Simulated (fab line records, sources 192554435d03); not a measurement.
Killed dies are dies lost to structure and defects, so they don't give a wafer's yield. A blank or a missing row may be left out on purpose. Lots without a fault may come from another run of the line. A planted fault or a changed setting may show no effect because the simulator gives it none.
Which tool did it? | flow n5_finfet | 9 lots, 26 wafers sampled, at 6 steps of a route of 1938

WHAT THE GAUGES READ, wafer by wafer
N5_BEOL_M4_OVL_MEAS_29.
lot  | measured     | on         | V3_OVL (nm)
L231 | day 7 11:41  | overlay-02 | 0.4 0.3 -0.6
L232 | day 7 21:47  | overlay-02 | 0.0 0.2 0.2
L240 | day 10 17:51 | overlay-01 | 0.0 1.1
L244 | day 10 20:00 | overlay-02 | -0.3 -0.3 -0.6
L245 | day 11 09:02 | overlay-02 | 0.3 -0.2 0.1
L246 | day 12 05:20 | overlay-02 | 1.0 0.9 1.0
L250 | day 12 06:11 | overlay-02 | 0.1 -0.3 -0.1
L252 | day 13 02:14 | overlay-01 | 0.4 0.2 1.4
L254 | day 13 17:51 | overlay-01 | 1.1 0.0 -0.1

N5_BEOL_M4_OCD_MEAS_38.
lot  | measured     | on     | trench_depth_nm (nm)
L231 | day 7 16:33  | ocd-01 | 55.2 55.9 55.3
L232 | day 7 23:03  | ocd-01 | 56.2 54.8 56.3
L240 | day 10 19:01 | ocd-01 | 58.8 57.6
L244 | day 11 00:38 | ocd-02 | 53.8 55.4 53.6
L245 | day 11 12:28 | ocd-01 | 56.4 54.1 55.8
L246 | day 12 10:47 | ocd-02 | 55.5 54.0 54.7
L250 | day 12 17:56 | ocd-02 | 55.3 56.3 56.2
L252 | day 13 04:59 | ocd-01 | 56.7 55.0 54.3
L254 | day 13 23:38 | ocd-02 | 56.0 55.8 54.9

N5_BEOL_M4_RC_MEAS_101.
lot  | measured     | on        | DIBL_N (mV/V)  | DIBL_P (mV/V)  | IOFF_N (nA/um)    | IOFF_P (nA/um)    | ION_N (uA/um) | ION_P (uA/um) | SS_N (mV/dec)  | SS_P (mV/dec)  | VT_N (mV)         | VT_P (mV)
L231 | day 7 20:59  | prober-02 | 35.8 38.3 36.7 | 35.3 37.5 37.0 | 0.140 0.177 0.152 | 0.185 0.224 0.201 | 661 671 670   | 459 462 465   | 71.2 72.1 71.2 | 72.5 73.1 72.9 | 250.8 248.6 249.0 | -250 -247 -249
L232 | day 8 03:10  | prober-01 | 38.3 36.7 36.8 | 37.0 34.9 34.5 | 0.170 0.139 0.136 | 0.252 0.215 0.199 | 673 661 669   | 472 462 468   | 71.9 71.2 70.9 | 73.3 73.9 73.2 | 252.2 254.3 253.8 | -249 -248 -249
L240 | day 11 00:24 | prober-02 | 38.6 36.2      | 37.9 34.9      | 0.185 0.140       | 0.256 0.201       | 682 674       | 467 464       | 72.0 71.2      | 74.1 73.1      | 248.0 251.5       | -250 -250
L244 | day 11 06:36 | prober-01 | 34.8 35.3 36.8 | 35.5 36.7 38.5 | 0.147 0.165 0.186 | 0.234 0.258 0.295 | 664 683 668   | 466 474 473   | 71.8 72.0 73.2 | 73.1 73.3 73.8 | 249.3 247.6 245.2 | -247 -245 -242
L245 | day 11 18:43 | prober-02 | 34.4 35.7 35.8 | 35.2 37.0 36.9 | 0.136 0.159 0.158 | 0.204 0.217 0.223 | 666 682 670   | 464 461 466   | 71.6 71.2 71.7 | 73.7 73.5 73.5 | 253.6 253.2 249.6 | -250 -250 -249
L246 | day 12 15:24 | prober-01 | 38.6 38.1 38.4 | 37.1 36.5 36.5 | 0.181 0.173 0.177 | 0.226 0.205 0.205 | 682 678 665   | 462 456 450   | 72.3 72.3 71.2 | 73.7 73.7 73.2 | 246.5 248.6 249.0 | -251 -253 -254
L250 | day 12 21:46 | prober-02 | 37.2 37.7 38.3 | 37.0 38.1 38.3 | 0.176 0.195 0.203 | 0.219 0.232 0.244 | 682 694 682   | 461 469 465   | 71.7 71.5 71.7 | 73.5 73.2 73.7 | 249.3 247.1 246.3 | -250 -251 -250
L252 | day 13 10:22 | prober-01 | 35.9 34.6 36.0 | 37.2 35.2 37.6 | 0.158 0.136 0.166 | 0.203 0.166 0.203 | 675 668 682   | 467 458 463   | 71.4 70.9 71.8 | 73.2 73.3 73.5 | 251.6 251.9 249.8 | -253 -258 -252
L254 | day 14 04:43 | prober-02 | 36.6 37.2 34.9 | 35.7 36.7 33.8 | 0.149 0.164 0.132 | 0.218 0.243 0.196 | 661 665 667   | 460 458 467   | 71.8 72.8 71.7 | 73.4 73.9 72.7 | 251.6 250.0 254.0 | -250 -248 -251

WHICH TOOL RAN EACH LOT (tool, then ch and the chambers of the sampled wafers, then the start)
lot  | N5_BEOL_M4_ALD_98                 | N5_BEOL_M4_TRENCH_ETCH_37          | N5_BEOL_M4_PRE_CLEAN_45
L231 | ald_sin-04 ch 0,3, day 7 11:55    | rie_diel-01 ch 0,3, day 7 16:23    | pvd_sputter-03, day 7 17:06
L232 | ald_sin-04 ch 0,1,2, day 7 22:26  | rie_diel-02 ch 0,2,3, day 7 22:54  | pvd_sputter-02, day 7 23:28
L240 | ald_sin-02 ch 0,1, day 10 18:06   | rie_diel-05 ch 1,3, day 10 18:52   | pvd_sputter-01, day 10 20:52
L244 | ald_sin-02 ch 0,1, day 10 20:58   | rie_diel-02 ch 2,3, day 11 00:29   | pvd_sputter-02, day 11 01:21
L245 | ald_sin-02 ch 0,1,3, day 11 09:21 | rie_diel-02 ch 2,3, day 11 12:19   | pvd_sputter-01, day 11 12:55
L246 | ald_sin-02 ch 0,1,2, day 12 05:38 | rie_diel-02 ch 0,3, day 12 10:38   | pvd_sputter-01, day 12 11:43
L250 | ald_sin-04 ch 0,2,3, day 12 06:49 | rie_diel-01 ch 0,1,2, day 12 17:46 | pvd_sputter-01, day 12 18:21
L252 | ald_sin-02 ch 0,1, day 13 02:33   | rie_diel-01 ch 0,1,3, day 13 04:49 | pvd_sputter-01, day 13 05:53
L254 | ald_sin-02 ch 1,2,3, day 13 18:05 | rie_diel-01 ch 0,1,2, day 13 23:28 | pvd_sputter-03, day 14 00:05
- N5_BEOL_M4_ALD_98: deposits SiO2, target thk 2.5 nm, pulse time 1 s, co reactant pulse time 1 s.
- N5_BEOL_M4_TRENCH_ETCH_37: etches SiOC in C4F6/O2, target depth 55.555 nm, time 29.2 s.
- N5_BEOL_M4_PRE_CLEAN_45: time 30 s.

WHAT THE TOOLS THEMSELVES READ (means of the sampled wafers that have a number; where no wafer has one, the mark that the record gives instead)
N5_BEOL_M4_ALD_98.
lot  | tool       | heater_power_w (W) | precursor_pulse_height_rel
L231 | ald_sin-04 | 80                 | 1.012
L232 | ald_sin-04 | 77                 | 0.997
L240 | ald_sin-02 | 73                 | 0.976
L244 | ald_sin-02 | 75                 | 0.989
L245 | ald_sin-02 | 72                 | 0.984
L246 | ald_sin-02 | 71                 | 0.997
L250 | ald_sin-04 | 76                 | 1.002
L252 | ald_sin-02 | 73                 | 1.004
L254 | ald_sin-02 | 69                 | 1.014

N5_BEOL_M4_TRENCH_ETCH_37.
lot  | tool        | chamber_pressure_mTorr (mTorr) | drypump_motor_current_A (A) | oes_product_au (a.u.) | rf_vpp_V (V) | run_length_s (s) | showerhead_plenum_p_Torr (Torr) | throttle_valve_pct (%)
L231 | rie_diel-01 | 30.003                         | 5.9                         | 0.83                  | 668          | 52.4             | 2.80                            | 20.64
L232 | rie_diel-02 | 29.976                         | 5.9                         | 0.76                  | 663          | 52.0             | 2.83                            | 20.99
L240 | rie_diel-05 | 30.008                         | 5.8                         | 0.81                  | 667          | 53.7             | 2.80                            | 20.91
L244 | rie_diel-02 | 29.995                         | 6.0                         | 0.73                  | 660          | 51.9             | 2.85                            | 21.16
L245 | rie_diel-02 | 29.984                         | 6.0                         | 0.74                  | 663          | 52.2             | 2.84                            | 21.00
L246 | rie_diel-02 | 29.976                         | 5.9                         | 0.74                  | 664          | 52.1             | 2.81                            | 20.87
L250 | rie_diel-01 | 29.984                         | 6.0                         | 0.88                  | 664          | 52.4             | 2.78                            | 20.68
L252 | rie_diel-01 | 30.007                         | 5.7                         | 0.82                  | 668          | 52.4             | 2.78                            | 20.74
L254 | rie_diel-01 | 29.983                         | 6.0                         | 0.86                  | 664          | 52.6             | 2.77                            | 20.69

N5_BEOL_M4_PRE_CLEAN_45.
lot  | tool           | heater_power_w (W)
L231 | pvd_sputter-03 | 337
L232 | pvd_sputter-02 | 340
L240 | pvd_sputter-01 | 362
L244 | pvd_sputter-02 | 355
L245 | pvd_sputter-01 | 366
L246 | pvd_sputter-01 | 346
L250 | pvd_sputter-01 | 310
L252 | pvd_sputter-01 | 356
L254 | pvd_sputter-03 | 326

THE ANSWER, worked out from the rows above alone
Rule: what is usual is taken from the lots themselves. Put in order of their means at a reading, lots are off if they are a third of the lots or fewer, leave a main group of 4 or more, and stand apart from it by a gap of 3 or more times the standard deviation of the main group's means; of several such gaps the widest counts. A main group whose means are all the same, to the digits that the tables above print for the reading, isn't used. A lot without any number at a reading at which 4 lots or more have one is off too. The other lots that the step has rows for count as sound. The gauges are gone through in route order, then the tools' own readings, and for those a lot's mean is taken as printed above. The first step at which some lot is off is used, and at that step the reading that is off furthest; a lot without a number counts as furthest.
Off: L240, at N5_BEOL_M4_OCD_MEAS_38 (trench_depth_nm). The main group: mean 55.3 nm, standard deviation 0.52.
A tool fits if, at a process step before that reading, it ran every lot that is off, and no sound lot after the first of them. The gauges at N5_BEOL_M4_OCD_MEAS_38 aren't tried: what is off there is off at N5_BEOL_M4_TRENCH_ETCH_37 too, on other tools, and a gauge's error can't cause that. One fits: rie_diel-05 at N5_BEOL_M4_TRENCH_ETCH_37. It ran no sound lot before its first lot that is off in this sample, so the start can't be narrowed down.
The tool's own readings at N5_BEOL_M4_TRENCH_ETCH_37 bear it out: on the lots that are off they differ by more than 5 times the standard deviation of the sound lots' means. run_length_s reads 53.7 s there against 52.2 s on the sound lots.

WHAT THE SIMULATOR HAD PUT IN
Process parameter drift: rie_diel-05, from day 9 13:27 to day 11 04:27, at N5_BEOL_M4_TRENCH_ETCH_37. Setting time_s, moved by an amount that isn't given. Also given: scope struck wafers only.
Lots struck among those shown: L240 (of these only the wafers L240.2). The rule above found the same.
